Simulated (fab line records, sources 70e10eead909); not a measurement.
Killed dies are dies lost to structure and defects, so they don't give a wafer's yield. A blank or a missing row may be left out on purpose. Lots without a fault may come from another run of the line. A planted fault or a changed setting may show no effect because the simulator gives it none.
Chamber matching | flow nand_harc | NHARC_A_STAIRCASE_TRIM_229 on rie_diel-01: 4 sister chambers
The step chemistry O2, time 211.2 s. 8 wafers are shown with their chamber, then 7 later ones without.

WAFERS WITH THEIR CHAMBER
wafer  | chamber | drypump_motor_current_A (A) | showerhead_plenum_p_Torr (Torr)
L170.1 | 2       | 6.2                         | 3.43
L170.2 | 1       | 4.8                         | 3.29
L172.1 | 3       | 5.4                         | 3.56
L172.4 | 0       | 5.9                         | 3.30
L172.5 | 3       | 5.4                         | 3.56
L174.1 | 0       | 5.9                         | 3.30
L174.2 | 2       | 6.2                         | 3.42
L174.4 | 1       | 4.7                         | 3.81

WAFERS WITHOUT THEIR CHAMBER
wafer  | drypump_motor_current_A (A) | showerhead_plenum_p_Torr (Torr)
L177.1 | 5.3                         | 3.56
L177.3 | 6.2                         | 3.42
L177.4 | 4.8                         | 3.80
L182.2 | 5.4                         | 3.56
L182.3 | 6.2                         | 3.42
L183.1 | 5.4                         | 3.55
L183.2 | 6.2                         | 3.41

WHICH CHAMBER EACH WENT THROUGH
wafer  | from the rows above | in truth
L177.1 | 3                   | 3
L177.3 | 2                   | 2
L177.4 | 1                   | 1
L182.2 | 3                   | 3
L182.3 | 2                   | 2
L183.1 | 3                   | 3
L183.2 | 2                   | 2
Placed correctly: 7 of 7. Can't be placed from these rows: 0. Placed wrongly: 0.
How it was worked out, from the rows above alone: a wafer's distance from a chamber is the root of the sum, over the readings, of the square of ((its reading less the chamber's mean) divided by the reading's scatter). The wafer belongs to the nearest chamber; if the next one is less than 2 further off, it can't be placed. A chamber's mean is the mean of its shown wafers. The scatter: the root of (the sum of the squares of (reading less its chamber's mean) over the shown wafers, divided by (wafers less chambers)).
